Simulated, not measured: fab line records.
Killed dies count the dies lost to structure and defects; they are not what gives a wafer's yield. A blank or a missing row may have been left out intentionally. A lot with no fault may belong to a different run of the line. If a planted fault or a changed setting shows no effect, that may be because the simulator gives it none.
fab line records + flow n5_finfet
record:
- lots: 7
- wafers: 21
route steps=1938 shown BEOL_M4@1050 BEOL_M5@1120 BEOL_M7@1268
start_h: start of the lot's first displayed wafer, in hours after the record's first day + wait_h: hours from the lot's prior step to this one + " same as the row above + L1.1+2: several wafers, shown together as one row + - no value present, or no start provided + * or withheld: withheld + < > ~ a bound
route shown NAME@n: names a module that has steps shown in the file, with the first one's number in the route + usual: mean and standard deviation over wafers with no fault + same: alike in all rows + chamber/n: place in a boat + sites: readings site by site + _std_site: the standard deviation of these + _edge_site: outer sites' mean less inner sites' + radius_mm: how far each site lies from the wafer's centre + mask NAME#n: copy n + behind: the most recent tool/chamber to have shaped the wafer + hold: reason for holding the lot/hours on hold/outcome of the hold + device: names the non-switching transistor (n, p or np) + end of line: the same wafers' tests at the end of the route + step lacking rows: just its recipe + killed: dies that structure and defects cost at the first sort, which is not the same as the wafer's yield + map: a wafer's dies, marking killed ones x, the rest . and places with no die _
set.NAME: setting as actually run; set.NAME@STEP: the setting as run at that earlier step + model.NAME: the simulator's own value behind a step, which no gauge read
lots whose settings were changed on purpose; a table a step, a row a wafer
== steps ==
step: N5_BEOL_M4_COAT_22
recipe:
- resist: CAR-EUV
- spin_rpm: 1500
- resist_thk_nm: 30
| lot.wafer  | tool           | chamber | start_h | wait_h | set.spin_rpm | model.CAR-EUV_of_BEOL_M4_COAT_22.thk_nm |
|------------|----------------|---------|---------|--------|--------------|-----------------------------------------|
| L074.1+3   | litho_track-02 | 0       | -       | -      | 1331         | 31.8                                    |
| L074.5     | "              | 0       | "       | "      | 1500         | 30                                      |
| L078.1+5   | litho_track-02 | 0       | -       | -      | 1500         | 30                                      |
| L078.2     | "              | 0       | "       | "      | 1333         | 31.8                                    |
| L080.1     | litho_track-02 | 0       | -       | -      | 1500         | 30.2                                    |
| L080.3+4   | "              | 0       | "       | "      | 1403         | 31.2                                    |
| L086.1+3+4 | litho_track-02 | 0       | -       | -      | 1500         | 30.2                                    |
| L087.1+2+3 | litho_track-02 | 0       | -       | -      | 1500         | 30                                      |
| L088.1+2   | litho_track-01 | 0       | -       | -      | 1658         | 28.6                                    |
| L088.3     | "              | 0       | "       | "      | 1500         | 30.2                                    |
| L096.2+6   | litho_track-01 | 0       | -       | -      | 1500         | 30                                      |
| L096.3     | "              | 0       | "       | "      | 1384         | 31.2                                    |
step: N5_BEOL_M4_EBR_24
recipe:
- solvent: PGMEA
- ebr_width_mm: 1.5
step: N5_BEOL_M4_SOFTBAKE_23
recipe:
- temp_c: 110
- time_s: 60
- resist: CAR-EUV
step: N5_BEOL_M4_EXPOSE_25
recipe:
- mask_id: V3
- na: 0.33
- source_shape: quasar
- sigma_inner: 0.2
- sigma_outer: 0.8
- polarization: unpolarized
- defocus_nm: 5
- dose_mj: 63
step: N5_BEOL_M4_PEB_26
recipe:
- peb_temp_c: 100
- peb_time_s: 60
- resist: CAR-EUV
step: N5_BEOL_M4_DEVELOP_27
recipe:
- develop_time_s: 30
- developer: TMAH
- resist: CAR-EUV
- rinse_liquid: surfactant_rinse
- dry: air_spin
- dev_temp_c: 23
| lot.wafer  | tool           | chamber | start_h | wait_h | set.spin_rpm@BEOL_M4_COAT_22 | model.CAR-EUV_of_BEOL_M4_COAT_22.thk_nm |
|------------|----------------|---------|---------|--------|------------------------------|-----------------------------------------|
| L074.1+3   | litho_track-05 | 0       | -       | -      | 1331                         | 31.4                                    |
| L074.5     | "              | 0       | "       | "      | 1500                         | 29.6                                    |
| L078.1+5   | litho_track-01 | 0       | -       | -      | 1500                         | 29.6                                    |
| L078.2     | "              | 0       | "       | "      | 1333                         | 31.4                                    |
| L080.1     | litho_track-01 | 0       | -       | -      | 1500                         | 29.8                                    |
| L080.3     | "              | 0       | "       | "      | 1403                         | 30.6                                    |
| L080.4     | "              | 0       | "       | "      | 1403                         | 30.8                                    |
| L086.1+3+4 | litho_track-02 | 0       | -       | -      | 1500                         | 29.8                                    |
| L087.1+2+3 | litho_track-02 | 0       | -       | -      | 1500                         | 29.6                                    |
| L088.1+2   | litho_track-02 | 0       | -       | -      | 1658                         | 28.2                                    |
| L088.3     | "              | 0       | "       | "      | 1500                         | 29.6                                    |
| L096.2+6   | litho_track-02 | 0       | -       | -      | 1500                         | 29.6                                    |
| L096.3     | "              | 0       | "       | "      | 1384                         | 30.8                                    |
step: N5_BEOL_M4_ALD_98
recipe:
- material: SiO2
- target_thk_a: 25
- temp_c: 100
- ald_precursor_family: BDEAS
- ald_co_reactant: O2-plasma
- pulse_time_s: 1
- co_reactant_pulse_time_s: 1
- purge_time_s: 2
- co_reactant_purge_time_s: 2
- ald_cycles: 17
- pressure_torr: 2
step: N5_BEOL_M4_ETCHBACK_99
recipe:
- chemistry: CHF3
- target: SiO2
- target_depth_a: 50
- time_s: 10.4
- source_w: 215
- bias_w: 47
- Ar_flow_sccm: 200
- CHF3_flow_sccm: 12
- ion_energy_ev: 100
- pressure_mtorr: 30
step: N5_BEOL_M4_ETCH_70
recipe:
- chemistry: N2/H2
- target: SOC
- target_depth_a: 800
- overetch_a: 240
- mask_material: SiARC
- temp_c: 40
- time_s: 130
- ion_energy_ev: 200
- pressure_mtorr: 30
- source_w: 840
- bias_w: 150
- n2_flow_sccm: 200
- h2_flow_sccm: 200
| lot.wafer | tool        | chamber | start_h | wait_h | set.spin_rpm@BEOL_M4_COAT_67 | model.etch.depth_nm |
|-----------|-------------|---------|---------|--------|------------------------------|---------------------|
| L074.1    | rie_diel-05 | 3       | 164.16  | 0.0    | 1500                         | 60.43               |
| L074.3    | "           | 2       | "       | "      | 1500                         | 60.39               |
| L074.5    | "           | 2       | "       | "      | 1500                         | 60.59               |
| L078.1    | rie_diel-05 | 2       | 190.41  | 0.0    | 1549                         | 59.15               |
| L078.2    | "           | 3       | "       | "      | 1500                         | 60.08               |
| L078.5    | "           | 0       | "       | "      | 1549                         | 59.28               |
| L080.1    | rie_diel-04 | 2       | 192.33  | 0.0    | 1456                         | 61.19               |
| L080.3    | "           | 3       | "       | "      | 1456                         | 61.17               |
| L080.4    | "           | 1       | "       | "      | 1500                         | 60.47               |
| L086.1    | rie_diel-04 | 2       | 236.64  | 0.0    | 1500                         | 60.05               |
| L086.3    | "           | 0       | "       | "      | 1500                         | 60.11               |
| L086.4    | "           | 3       | "       | "      | 1500                         | 60.44               |
| L087.1    | rie_diel-05 | 1       | 244.89  | 0.0    | 1500                         | 60.03               |
| L087.2    | "           | 3       | "       | "      | 1500                         | 60.23               |
| L087.3    | "           | 2       | "       | "      | 1500                         | 60.17               |
| L088.1    | rie_diel-02 | 0       | 244.92  | 0.0    | 1667                         | 57.29               |
| L088.2    | "           | 1       | "       | "      | 1500                         | 60.33               |
| L088.3    | "           | 2       | "       | "      | 1667                         | 57.25               |
| L096.2    | rie_diel-04 | 3       | 290.77  | 0.0    | 1500                         | 60.19               |
| L096.3    | "           | 0       | "       | "      | 1400                         | 62.25               |
| L096.6    | "           | 0       | "       | "      | 1400                         | 62.28               |
step: N5_BEOL_M4_STRIP_71
recipe:
- chemistry: N2/H2
- temp_c: 40
- n2_flow_sccm: 200
- h2_flow_sccm: 200
- rf_frequency_hz: 6e+07
step: N5_BEOL_M4_STRIP_78
recipe:
- chemistry: N2/H2
- temp_c: 40
- n2_flow_sccm: 200
- h2_flow_sccm: 200
- rf_frequency_hz: 6e+07
step: N5_BEOL_M4_VIA_ETCH_34
recipe:
- chemistry: C4F6/O2
- target_depth_a: 694
- mask_material: SOC
- pressure_mtorr: 15
- ion_energy_ev: 250
- taper_deg: 4
- time_s: 65.9
- source_w: 350
- bias_w: 170
- Ar_flow_sccm: 300
- C4F6_flow_sccm: 10
- O2_flow_sccm: 10
| lot.wafer | tool        | chamber | start_h | wait_h | set.spin_rpm@BEOL_M4_COAT_67 | model.SOC_of_BEOL_M4_COAT_67.thk_nm |
|-----------|-------------|---------|---------|--------|------------------------------|-------------------------------------|
| L074.1    | rie_diel-05 | 3       | 164.27  | 0.0    | 1500                         | 52.6                                |
| L074.3    | "           | 2       | "       | "      | 1500                         | 52.2                                |
| L074.5    | "           | 2       | "       | "      | 1500                         | 52.4                                |
| L078.1    | rie_diel-05 | 2       | 190.51  | 0.0    | 1549                         | 51                                  |
| L078.2    | "           | 3       | "       | "      | 1500                         | 52.2                                |
| L078.5    | "           | 0       | "       | "      | 1549                         | 51.2                                |
| L080.1    | rie_diel-04 | 2       | 192.44  | 0.0    | 1456                         | 53                                  |
| L080.3    | "           | 3       | "       | "      | 1456                         | 53.4                                |
| L080.4    | "           | 1       | "       | "      | 1500                         | 52.4                                |
| L086.1    | rie_diel-04 | 2       | 236.74  | 0.0    | 1500                         | 51.8                                |
| L086.3    | "           | 0       | "       | "      | 1500                         | 52.2                                |
| L086.4    | "           | 3       | "       | "      | 1500                         | 52.6                                |
| L087.1+3  | rie_diel-05 | 1,2     | 244.99  | 0.0    | 1500                         | 52                                  |
| L087.2    | "           | 3       | "       | "      | 1500                         | 52.4                                |
| L088.1+3  | rie_diel-02 | 0,2     | 245.03  | 0.0    | 1667                         | 49.4                                |
| L088.2    | "           | 1       | "       | "      | 1500                         | 52.2                                |
| L096.2    | rie_diel-04 | 3       | 290.87  | 0.0    | 1500                         | 52.4                                |
| L096.3+6  | "           | 0       | "       | "      | 1400                         | 54.4                                |
step: N5_BEOL_M5_COAT_05
recipe:
- resist: CAR-EUV
- spin_rpm: 1500
- resist_thk_nm: 30
| lot.wafer  | tool           | chamber | start_h | wait_h | set.spin_rpm | model.CAR-EUV_of_BEOL_M5_COAT_05.thk_nm |
|------------|----------------|---------|---------|--------|--------------|-----------------------------------------|
| L074.1+5   | litho_track-03 | 0       | -       | -      | 1500         | 30                                      |
| L074.3     | "              | 0       | "       | "      | 1581         | 29.2                                    |
| L078.1     | litho_track-04 | 0       | -       | -      | 1357         | 31.6                                    |
| L078.2+5   | "              | 0       | "       | "      | 1500         | 30                                      |
| L080.1+4   | litho_track-01 | 0       | -       | -      | 1500         | 30                                      |
| L080.3     | "              | 0       | "       | "      | 1500         | 30.2                                    |
| L086.1     | litho_track-04 | 0       | -       | -      | 1604         | 29                                      |
| L086.3     | "              | 0       | "       | "      | 1604         | 29.2                                    |
| L086.4     | "              | 0       | "       | "      | 1500         | 30.2                                    |
| L087.1+2+3 | litho_track-03 | 0       | -       | -      | 1500         | 30                                      |
| L088.1+3   | litho_track-03 | 0       | -       | -      | 1569         | 29.4                                    |
| L088.2     | "              | 0       | "       | "      | 1500         | 30                                      |
| L096.2     | litho_track-01 | 0       | -       | -      | 1562         | 29.6                                    |
| L096.3     | "              | 0       | "       | "      | 1562         | 29.4                                    |
| L096.6     | "              | 0       | "       | "      | 1500         | 30.2                                    |
step: N5_BEOL_M5_EBR_07
recipe:
- solvent: PGMEA
- ebr_width_mm: 1.5
step: N5_BEOL_M5_SOFTBAKE_06
recipe:
- temp_c: 110
- time_s: 60
- resist: CAR-EUV
step: N5_BEOL_M5_DESCUM_16
recipe:
- chemistry: O2
- time_s: 7
- source_power_w: 50
- bias_power_w: 20
- pressure_mtorr: 20
- rf_frequency_hz: 2.712e+07
- temp_c: 40
- resist: CAR-EUV
- o2_flow_sccm: 225
| lot.wafer  | tool        | chamber | start_h | wait_h | set.spin_rpm@BEOL_M5_COAT_05 | model.CAR-EUV_of_BEOL_M5_COAT_05.thk_nm |
|------------|-------------|---------|---------|--------|------------------------------|-----------------------------------------|
| L074.1+5   | rie_diel-06 | 2,1     | 173.64  | 0.0    | 1500                         | 26                                      |
| L074.3     | "           | 1       | "       | "      | 1581                         | 25.2                                    |
| L078.1     | rie_diel-01 | 3       | 197.57  | 0.0    | 1357                         | 27.8                                    |
| L078.2+5   | "           | 0,3     | "       | "      | 1500                         | 26.2                                    |
| L080.1+3+4 | rie_diel-03 | 1,2,2   | 200.45  | 0.0    | 1500                         | 26.2                                    |
| L086.1+3   | rie_diel-01 | 0,2     | 245.02  | 0.0    | 1604                         | 25.2                                    |
| L086.4     | "           | 3       | "       | "      | 1500                         | 26.2                                    |
| L087.1     | rie_diel-01 | 3       | 252.67  | 0.0    | 1500                         | 26.2                                    |
| L087.2+3   | "           | 2,1     | "       | "      | 1500                         | 26                                      |
| L088.1+3   | rie_diel-06 | 1,0     | 252.90  | 0.1    | 1569                         | 25.4                                    |
| L088.2     | "           | 3       | "       | "      | 1500                         | 26                                      |
| L096.2+3   | rie_diel-06 | 1,0     | 299.33  | 0.0    | 1562                         | 25.6                                    |
| L096.6     | "           | 2       | "       | "      | 1500                         | 26.2                                    |
step: N5_BEOL_M5_ETCH_72
recipe:
- chemistry: N2/H2
- target: underlayer
- target_depth_a: 65
- mask_material: CAR-EUV
- time_s: 5.2
- ion_energy_ev: 200
- pressure_mtorr: 30
- source_w: 840
- bias_w: 150
- n2_flow_sccm: 200
- h2_flow_sccm: 200
- ends: cleared
usual:
- etch_rf_on_time_s: 5.21/0.1
- rf_vpp_V: 523.8/2.8
| lot.wafer | tool        | chamber | start_h | wait_h | set.source_w | etch_rf_on_time_s | rf_vpp_V |
|-----------|-------------|---------|---------|--------|--------------|-------------------|----------|
| L074.1    | rie_diel-06 | 2       | 173.67  | 0.0    | 840          | 5.26              | 522.9    |
| L074.3    | "           | 1       | "       | "      | 840          | 5.23              | 524.5    |
| L074.5    | "           | 1       | "       | "      | 840          | 5.14              | 526.3    |
| L078.1    | rie_diel-01 | 3       | 197.61  | 0.0    | 840          | 5.16              | 524.4    |
| L078.2    | "           | 0       | "       | "      | 840          | 5.27              | 527.7    |
| L078.5    | "           | 3       | "       | "      | 792.3        | 5.36              | 532.6    |
| L080.1    | rie_diel-03 | 1       | 200.49  | 0.0    | 840          | 5.36              | 528.8    |
| L080.3    | "           | 2       | "       | "      | 840          | 5.21              | 519.0    |
| L080.4    | "           | 2       | "       | "      | 840          | 5.21              | 518.8    |
| L086.1    | rie_diel-01 | 0       | 245.06  | 0.0    | 840          | 5.35              | 525.5    |
| L086.3    | "           | 2       | "       | "      | 840          | 5.15              | 520.2    |
| L086.4    | "           | 3       | "       | "      | 840          | 5.26              | 521.4    |
| L087.1    | rie_diel-01 | 3       | 252.70  | 0.0    | 840          | 5.27              | 524.2    |
| L087.2    | "           | 2       | "       | "      | 840          | 5.08              | 519.5    |
| L087.3    | "           | 1       | "       | "      | 840          | 5.13              | 523.9    |
| L088.1    | rie_diel-06 | 1       | 252.93  | 0.0    | 735.7        | 5.67              | 548.5    |
| L088.2    | "           | 3       | "       | "      | 735.7        | 5.74              | 550.2    |
| L088.3    | "           | 0       | "       | "      | 840          | 5.31              | 520.6    |
| L096.2    | rie_diel-06 | 1       | 299.37  | 0.0    | 840          | 5.18              | 525.7    |
| L096.3    | "           | 0       | "       | "      | 840          | 5.29              | 520.9    |
| L096.6    | "           | 2       | "       | "      | 751.8        | 5.77              | 542.3    |
step: N5_BEOL_M5_TRENCH_ETCH_37
recipe:
- chemistry: C4F6/O2
- target_depth_a: 716.52
- target: SiCOH_lowk
- time_s: 24.7
- ion_energy_ev: 250
- pressure_mtorr: 30
- source_w: 345
- bias_w: 185
- Ar_flow_sccm: 300
- C4F6_flow_sccm: 10
- O2_flow_sccm: 10
usual:
- rf_vpp_V: 663/11
| lot.wafer | tool        | chamber | start_h | wait_h | set.source_w | rf_vpp_V |
|-----------|-------------|---------|---------|--------|--------------|----------|
| L074.1    | rie_diel-06 | 3       | -       | -      | 393.8        | 631      |
| L074.3    | "           | 1       | "       | "      | 393.8        | 623      |
| L074.5    | "           | 0       | "       | "      | 345          | 650      |
| L078.1    | rie_diel-01 | 1       | -       | -      | 380.6        | 635      |
| L078.2    | "           | 0       | "       | "      | 380.6        | 617      |
| L078.5    | "           | 2       | "       | "      | 345          | 654      |
| L080.1    | rie_diel-01 | 0       | -       | -      | 288.4        | 710      |
| L080.3    | "           | 1       | "       | "      | 345          | 668      |
| L080.4    | "           | 2       | "       | "      | 288.4        | 716      |
| L086.1    | rie_diel-01 | 3       | -       | -      | 345          | 687      |
| L086.3    | "           | 1       | "       | "      | 345          | 665      |
| L086.4    | "           | 0       | "       | "      | 384.5        | 613      |
| L088.1    | rie_diel-03 | 1       | -       | -      | 345          | 662      |
| L088.2    | "           | 2       | "       | "      | 345          | 656      |
| L088.3    | "           | 0       | "       | "      | 345          | 665      |
| L087.1    | rie_diel-06 | 3       | -       | -      | 345          | 673      |
| L087.2    | "           | 1       | "       | "      | 345          | 667      |
| L087.3    | "           | 0       | "       | "      | 345          | 645      |
| L096.2    | rie_diel-03 | 3       | -       | -      | 388.6        | 628      |
| L096.3    | "           | 2       | "       | "      | 345          | 656      |
| L096.6    | "           | 2       | "       | "      | 388.6        | 617      |
step: N5_BEOL_M5_ETCH_41
recipe:
- chemistry: CH3F/O2
- target: SiCN
- target_depth_a: 315
- taper_deg: 2
- time_s: 56.7
- ion_energy_ev: 120
- mask_material: TiN
- pressure_mtorr: 30
- source_w: 395
- bias_w: 75
- Ar_flow_sccm: 150
- CH3F_flow_sccm: 30
- O2_flow_sccm: 20
usual:
- rf_vpp_V: 297.5/1.8
| lot.wafer | tool        | chamber | start_h | wait_h | set.source_w | rf_vpp_V | model.etch.depth_nm |
|-----------|-------------|---------|---------|--------|--------------|----------|---------------------|
| L074.1    | rie_diel-06 | 3       | -       | -      | 330.7        | 318.6    | 20.42               |
| L074.3    | "           | 1       | "       | "      | 395          | 297.4    | 21.97               |
| L074.5    | "           | 0       | "       | "      | 330.7        | 314.9    | 19.98               |
| L078.1    | rie_diel-01 | 1       | -       | -      | 395          | 297.4    | 21.45               |
| L078.2    | "           | 0       | "       | "      | 339.2        | 315.5    | 19.74               |
| L078.5    | "           | 2       | "       | "      | 395          | 294.7    | 21.63               |
| L080.1    | rie_diel-01 | 0       | -       | -      | 395          | 299.7    | 21.01               |
| L080.3    | "           | 1       | "       | "      | 395          | 298.1    | 21.68               |
| L080.4    | "           | 2       | "       | "      | 395          | 295.0    | 21.59               |
| L086.1    | rie_diel-01 | 3       | -       | -      | 348.3        | 308.4    | 20.51               |
| L086.3    | "           | 1       | "       | "      | 395          | 297.5    | 21.5                |
| L086.4    | "           | 0       | "       | "      | 348.3        | 310.8    | 19.79               |
| L088.1    | rie_diel-03 | 1       | -       | -      | 395          | 300.4    | 21.09               |
| L088.2    | "           | 2       | "       | "      | 433.6        | 285.2    | 21.73               |
| L088.3    | "           | 0       | "       | "      | 433.6        | 289.8    | 22.51               |
| L087.1    | rie_diel-06 | 3       | -       | -      | 395          | 299.5    | 21.45               |
| L087.2    | "           | 1       | "       | "      | 395          | 298.4    | 21.62               |
| L087.3    | "           | 0       | "       | "      | 395          | 295.5    | 21.34               |
| L096.2    | rie_diel-03 | 3       | -       | -      | 395          | 297.0    | 22.18               |
| L096.3    | "           | 2       | "       | "      | 395          | 296.7    | 21.2                |
| L096.6    | "           | 2       | "       | "      | 395          | 296.5    | 21.47               |
step: N5_BEOL_M7_COAT_59
recipe:
- resist: SOC
- temp_c: 250
- time_s: 60
- spin_rpm: 1500
- resist_thk_nm: 100
| lot.wafer | tool           | chamber | start_h | wait_h | set.spin_rpm | model.SOC_of_BEOL_M7_COAT_59.thk_nm |
|-----------|----------------|---------|---------|--------|--------------|-------------------------------------|
| L074.1    | litho_track-01 | 0       | 191.29  | 0.1    | 1650         | 95.4                                |
| L074.3+5  | "              | 0       | "       | "      | 1500         | 100.2                               |
| L078.1    | litho_track-04 | 0       | 215.53  | 0.1    | 1403         | 103.4                               |
| L078.2    | "              | 0       | "       | "      | 1500         | 100.2                               |
| L078.5    | "              | 0       | "       | "      | 1500         | 100.4                               |
| L080.1+3  | litho_track-04 | 0       | 221.58  | 0.1    | 1500         | 99.6                                |
| L080.4    | "              | 0       | "       | "      | 1337         | 105.8                               |
| L086.1    | litho_track-01 | 0       | 265.31  | 0.1    | 1500         | 100.6                               |
| L086.3    | "              | 0       | "       | "      | 1500         | 100.2                               |
| L086.4    | "              | 0       | "       | "      | 1500         | 100.4                               |
| L088.1    | litho_track-01 | 0       | 274.14  | 0.1    | 1343         | 106.2                               |
| L088.2+3  | "              | 0       | "       | "      | 1500         | 100.8                               |
| L087.1+3  | litho_track-01 | 0       | 275.26  | 0.1    | 1500         | 100.2                               |
| L087.2    | "              | 0       | "       | "      | 1500         | 100.6                               |
| L096.2    | litho_track-01 | 0       | 318.74  | 0.1    | 1500         | 100                                 |
| L096.3+6  | "              | 0       | "       | "      | 1336         | 106.2                               |
== key ==
split:
- step: N5_BEOL_M4_COAT_22
- setting: spin_rpm
- stated: 1500
- by: wafer
response:
- step: N5_BEOL_M4_COAT_22
- reading: model.CAR-EUV_of_BEOL_M4_COAT_22.thk_nm
- change: -0.157
- per: 1%
- r: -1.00
response:
- step: N5_BEOL_M4_DEVELOP_27
- reading: model.CAR-EUV_of_BEOL_M4_COAT_22.thk_nm
- change: -0.151
- per: 1%
- r: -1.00
split:
- step: N5_BEOL_M5_COAT_05
- setting: spin_rpm
- stated: 1500
- by: wafer
response:
- step: N5_BEOL_M5_COAT_05
- reading: model.CAR-EUV_of_BEOL_M5_COAT_05.thk_nm
- change: -0.159
- per: 1%
- r: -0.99
response:
- step: N5_BEOL_M5_DESCUM_16
- reading: model.CAR-EUV_of_BEOL_M5_COAT_05.thk_nm
- change: -0.154
- per: 1%
- r: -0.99
split:
- step: N5_BEOL_M5_ETCH_72
- setting: source_w
- stated: 840
- by: wafer
response:
- step: N5_BEOL_M5_ETCH_72
- reading: etch_rf_on_time_s
- change: *
- per: 1%
- r: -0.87
response:
- step: N5_BEOL_M5_ETCH_72
- reading: rf_vpp_V
- change: -2
- per: 1%
- r: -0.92
split:
- step: N5_BEOL_M5_TRENCH_ETCH_37
- setting: source_w
- stated: 345
- by: wafer
response:
- step: N5_BEOL_M5_TRENCH_ETCH_37
- reading: rf_vpp_V
- change: -2.9
- per: 1%
- r: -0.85
split:
- step: N5_BEOL_M5_ETCH_41
- setting: source_w
- stated: 395
- by: wafer
response:
- step: N5_BEOL_M5_ETCH_41
- reading: rf_vpp_V
- change: -1.23
- per: 1%
- r: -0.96
response:
- step: N5_BEOL_M5_ETCH_41
- reading: model.etch.depth_nm
- change: +0.115
- per: 1%
- r: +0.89
split:
- step: N5_BEOL_M7_COAT_59
- setting: spin_rpm
- stated: 1500
- by: wafer
response:
- step: N5_BEOL_M7_COAT_59
- reading: model.SOC_of_BEOL_M7_COAT_59.thk_nm
- change: -0.531
- per: 1%
- r: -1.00
split outside_this_file step=N5_BEOL_M4_COAT_67 setting=spin_rpm
split outside_this_file: this setting was split too, and the file shows its column; the key of that split is in another file
